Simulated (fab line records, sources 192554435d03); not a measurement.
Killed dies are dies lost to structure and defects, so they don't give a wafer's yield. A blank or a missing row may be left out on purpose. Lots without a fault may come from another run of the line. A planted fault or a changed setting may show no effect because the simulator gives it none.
fab line records | flow n5_finfet
record lots=11 wafers=33 last_day=17
route steps=1938 shown SD_EPI_P@316 SD_ACTIVATION@330 ILD0@346
lots that met no fault: from a run of the same line without faults
start_h: hours from the record's first day to the start of the lot's first wafer shown | wait_h: hours since the lot's step before | " the same as in the row above | L1.1+2: a row that stands for several wafers | - no value, or no start given | * or withheld: withheld | < > ~ a bound
route shown NAME@n: a module of which the file shows steps, and the number in the route of the first | usual: mean/standard deviation of fault-free wafers | same: alike in all rows | chamber/n: place in a boat | sites: the reading at each site | _std_site: their standard deviation | _edge_site: outer sites' mean less inner sites' | radius_mm: how far each site lies from the wafer's centre | mask NAME#n: copy n | behind: the tool/chamber that last shaped the wafer | hold: why the lot was held/for how many hours/how that ended | device: the transistor (n, p or np) that didn't switch | end of line: the same wafers' tests at the end of the route | a step without rows: its recipe alone | killed: dies lost to structure and defects at the first sort, not the wafer's yield | map: a wafer's dies, x killed, . not, _ none there
set.NAME: the setting as run; set.NAME@STEP: as run at that earlier step | model.NAME: the simulator's own value behind a step, which no gauge read
steps of the route over a sample of lots; a table a step, a row a wafer
services: from which hour (start_h, from the record's first day; less than 0 if before it) a tool's chamber was out of use, for how many hours, and why
## steps
# step N5_SD_EPI_P_STRIP_40
# recipe chemistry=N2/H2 power_w=1000 temp_c=250 h2_frac=0.65 overash_fraction=0.3 pressure_mtorr=withheld n2_flow_sccm=1750 h2_flow_sccm=3250
# usual drypump_motor_current_A=5.65/0.22 heater_power_w=348/26 oes_product_au=0.761/0.01
# columns lot.wafer tool chamber start_h wait_h drypump_motor_current_A heater_power_w oes_product_au rf_hours_counter_h
L522.4 plasma_asher-01 1 56.26 0.0 5.70 338 0.780 -
L522.5 " 1 " " 5.75 346 0.756 -
L522.6 " 0 " " 5.84 360 0.747 -
L523.1 plasma_asher-02 0 62.23 0.0 5.23 385 0.754 34
L523.3 " 1 " " 5.77 307 0.780 -
L523.6 " 1 " " 5.75 310 0.750 -
L524.1 plasma_asher-01 1 68.20 0.0 5.79 344 0.760 85
L524.3 " 0 " " 5.83 349 0.753 -
L524.5 " 1 " " 5.75 336 0.763 -
L525.1 plasma_asher-01 0 76.06 0.0 5.83 347 0.745 86
L525.2 " 1 " " 5.76 340 0.774 86
L525.5 " 0 " " 5.83 354 0.753 -
L527.2 plasma_asher-01 1 83.82 0.0 5.72 339 0.750 87
L527.4 " 1 " " 5.75 341 0.768 -
L527.5 " 1 " " 5.75 350 0.750 -
L528.1 plasma_asher-01 1 89.51 0.0 5.74 336 0.763 89
L528.4 " 0 " " 5.83 363 0.767 -
L528.6 " 0 " " 5.82 359 0.783 -
L531.3 plasma_asher-02 0 112.75 0.0 5.23 393 0.766 -
L531.4 " 1 " " 5.68 305 0.766 -
L531.5 " 1 " " 5.65 310 0.755 -
L536.1 plasma_asher-02 0 140.95 0.0 5.21 381 0.762 47
L536.4 " 0 " " 5.23 391 0.772 -
L536.5 " 0 " " 5.22 386 0.754 -
L541.3 plasma_asher-01 1 169.54 0.1 5.76 343 0.758 -
L541.4 " 0 " " 5.81 351 0.763 -
L541.6 " 0 " " 5.84 361 0.754 -
L543.1 plasma_asher-02 1 185.81 0.0 5.71 305 0.766 55
L543.4 " 1 " " 5.68 301 0.771 -
L543.5 " 1 " " 5.71 312 0.764 -
L545.2 plasma_asher-01 0 193.71 0.0 5.82 353 0.773 113
L545.3 " 0 " " 5.84 361 0.761 -
L545.6 " 1 " " 5.77 342 0.775 -
# step N5_SD_EPI_P_EPI_MEAS_23
# recipe mode=xrd
# usual thk_nm=60.7/1.3
# columns lot.wafer tool chamber start_h wait_h thk_nm
L522.4 film_metro-02 - 58.96 0.8 60.2
L522.5 " - " " 60.6
L522.6 " - " " 60.9
L523.1 film_metro-01 - 65.78 2.4 61.0
L523.3 " - " " 61.2
L523.6 " - " " 58.8
L524.1 film_metro-01 - 70.91 1.8 61.0
L524.3 " - " " 59.4
L524.5 " - " " 60.9
L525.1 film_metro-01 - 79.61 2.4 59.6
L525.2 " - " " 61.3
L525.5 " - " " 59.8
L527.2 film_metro-02 - 86.53 1.5 60.3
L527.4 " - " " 61.2
L527.5 " - " " 61.8
L528.1 film_metro-01 - 92.23 1.8 59.9
L528.4 " - " " 61.9
L528.6 " - " " 61.5
L531.3 film_metro-01 - 116.29 1.5 61.1
L531.4 " - " " 60.5
L531.5 " - " " 60.5
L536.1 film_metro-02 - 144.50 2.4 59.2
L536.4 " - " " 60.5
L536.5 " - " " 58.2
L541.3 film_metro-02 - 172.30 1.1 60.6
L541.4 " - " " 61.0
L541.6 " - " " 57.9
L543.1 film_metro-02 - 189.38 2.5 60.6
L543.4 " - " " 61.4
L543.5 " - " " 60.6
L545.2 film_metro-02 - 196.42 1.5 60.6
L545.3 " - " " 59.0
L545.6 " - " " 59.6
# step N5_SD_ACTIVATION_RTA_00
# recipe temp_c=975 time_s=0 ambient=N2 idle_temp_c=600 ramp_up_c_per_s=150 ramp_down_c_per_s=60 cool_to_c=600
# usual lamp_power_pct=8.95/0.051 lamp_zone_1_pct=8.954/0.024 lamp_zone_2_pct=8.953/0.024 lamp_zone_3_pct=8.954/0.028 lamp_zone_4_pct=8.954/0.026 lamp_zone_5_pct=8.953/0.027 lamp_zone_6_pct=8.880/0.028 lamp_zone_7_pct=9.348/0.027 wafer_temp_C_max=975.0/2
# columns lot.wafer tool chamber start_h wait_h lamp_power_pct lamp_zone_1_pct lamp_zone_2_pct lamp_zone_3_pct lamp_zone_4_pct lamp_zone_5_pct lamp_zone_6_pct lamp_zone_7_pct wafer_temp_C_max
L522.4 rtp_anneal-01 0 59.26 0.1 8.97 8.979 8.966 8.944 8.958 8.929 8.856 9.320 975.6
L522.5 " 0 " " 8.95 8.925 8.972 8.936 8.943 8.934 8.889 9.332 973.9
L522.6 " 0 " " 8.92 8.962 8.978 8.969 8.958 8.914 8.839 9.345 976.8
L523.1 rtp_anneal-02 0 65.98 0.0 8.97 8.939 8.942 9.004 9.000 8.989 8.864 9.378 974.9
L523.3 " 0 " " 9.06 8.936 8.923 8.926 8.957 8.973 8.885 9.326 973.5
L523.6 " 0 " " 8.99 8.958 8.956 8.969 8.928 8.941 8.898 9.339 976.5
L524.1 rtp_anneal-01 0 71.34 0.2 8.97 8.926 8.953 8.933 8.951 8.970 8.903 9.379 977.7
L524.3 " 0 " " 8.99 8.975 8.936 8.953 8.970 8.956 8.839 9.338 978.2
L524.5 " 0 " " 8.97 8.983 8.972 8.965 8.902 8.937 8.837 9.352 976.4
L525.1 rtp_anneal-02 0 79.81 0.0 8.84 8.957 8.938 8.928 8.981 8.961 8.872 9.339 975.7
L525.2 " 0 " " 8.98 8.947 8.925 8.917 8.971 8.982 8.852 9.362 977.6
L525.5 " 0 " " 8.93 8.948 8.948 8.965 8.935 8.947 8.893 9.399 973.8
L527.2 rtp_anneal-01 0 86.77 0.1 8.98 8.990 8.952 8.893 9.001 8.980 8.892 9.313 977.8
L527.4 " 0 " " 8.91 8.985 8.954 8.944 8.962 8.981 8.881 9.378 975.1
L527.5 " 0 " " 8.98 8.927 8.950 8.968 8.916 8.937 8.852 9.331 974.8
L528.1 rtp_anneal-02 0 92.43 0.0 8.92 8.920 8.963 8.961 8.999 8.921 8.886 9.362 975.1
L528.4 " 0 " " 9.02 8.968 8.967 8.959 8.937 8.987 8.899 9.362 973.5
L528.6 " 0 " " 9.06 8.959 8.973 9.000 8.941 8.977 8.867 9.373 971.1
L531.3 rtp_anneal-01 0 116.59 0.1 9.30 9.229 9.271 9.302 9.252 9.249 9.193 9.686 974.9
L531.4 " 0 " " 9.19 9.287 9.262 9.313 9.292 9.253 9.219 9.654 977.8
L531.5 " 0 " " 9.26 9.277 9.269 9.278 9.259 9.268 9.209 9.661 975.8
L536.1 rtp_anneal-01 0 144.79 0.1 9.25 9.298 9.249 9.257 9.249 9.246 9.209 9.706 976.6
L536.4 " 0 " " 9.31 9.276 9.306 9.235 9.243 9.339 9.252 9.709 975.1
L536.5 " 0 " " 9.36 9.261 9.262 9.243 9.253 9.316 9.208 9.692 976.5
L541.3 rtp_anneal-02 0 172.65 0.2 8.89 8.933 8.987 8.943 8.973 8.957 8.844 9.342 974.9
L541.4 " 0 " " 9.01 8.919 8.971 8.942 8.974 8.917 8.872 9.276 974.5
L541.6 " 0 " " 8.93 8.942 8.963 8.963 8.954 8.969 8.878 9.349 975.2
L543.1 rtp_anneal-02 0 189.58 0.0 8.89 8.966 8.933 8.912 8.948 8.942 8.868 9.350 979.8
L543.4 " 0 " " 9.01 8.961 8.890 8.935 8.915 8.968 8.882 9.333 974.9
L543.5 " 0 " " 8.94 8.926 8.954 8.950 8.902 8.950 8.882 9.350 976.1
L545.2 rtp_anneal-02 0 196.80 0.2 8.94 8.950 8.950 8.946 8.965 8.980 8.894 9.355 975.1
L545.3 " 0 " " 9.02 8.944 8.921 8.945 8.937 8.938 8.858 9.362 975.5
L545.6 " 0 " " 8.99 8.990 8.979 8.946 8.925 8.932 8.897 9.362 977.2
# step N5_ILD0_INSPECT_06
# recipe inspect_instrument=darkfield mode=post_cmp
# usual raw_defect_count=45/22
# columns lot.wafer tool chamber start_h wait_h raw_defect_count
L522.4 defect_inspect-01 - 66.24 0.0 29
L522.5 " - " " 35
L522.6 " - " " 22
L523.1 defect_inspect-02 - 73.09 0.0 44
L523.3 " - " " 81
L523.6 " - " " 57
L524.1 defect_inspect-02 - 78.68 0.0 28
L524.3 " - " " 31
L524.5 " - " " 25
L525.1 defect_inspect-01 - 86.85 0.0 21
L525.2 " - " " 29
L525.5 " - " " 24
L527.2 defect_inspect-02 - 94.92 0.0 12
L527.4 " - " " 28
L527.5 " - " " 19
L528.1 defect_inspect-01 - 100.25 0.0 49
L528.4 " - " " 20
L528.6 " - " " 44
L531.3 defect_inspect-02 - 123.51 0.0 62
L531.4 " - " " 42
L531.5 " - " " 39
L536.1 defect_inspect-01 - 153.37 0.0 29
L536.4 " - " " 41
L536.5 " - " " 41
L541.3 defect_inspect-01 - 179.98 0.0 104
L541.4 " - " " 80
L541.6 " - " " 64
L543.1 defect_inspect-01 - 197.06 0.0 27
L543.4 " - " " 27
L543.5 " - " " 27
L545.2 defect_inspect-01 - 204.16 0.0 32
L545.3 " - " " 12
L545.6 " - " " 19
## services
# columns tool chamber start_h hours kind
plasma_asher-02 - 85.11 14.6 pm
plasma_asher-02 - 105.73 2.8 pm
rtp_anneal-02 - 151.31 10.7 pm
plasma_asher-01 - 185.40 0.7 repair
## key
first_sign step=N5_SD_ACTIVATION_RTA_00 reading=lamp_zone_1_pct direction=up sigmas=13 usual=* struck=*
effect step=N5_SD_ACTIVATION_RTA_00 reading=lamp_zone_2_pct direction=up sigmas=13 usual=* struck=*
met_at N5_SD_ACTIVATION_RTA_00
struck_lots L531,L536
tester_left_out L531,L536
not_acting_at N5_SD_EPI_P_STRIP_40,N5_SD_EPI_P_EPI_MEAS_23,N5_ILD0_INSPECT_06
onset_between 86.77 116.59
fault kind=process_parameter_drift tool=rtp_anneal-01 chamber=- onset_h=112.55 steps=N5_SD_ACTIVATION_RTA_00 channel=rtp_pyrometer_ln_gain offset=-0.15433 shape=step end_h=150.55
# tester_left_out: of these lots the tester's yield and bins aren't shown, on N5 and GAA mostly nor the transistor test; their killed dies are dies lost to structure and defects alone, not to doping, threshold or leakage, so they don't give the yield
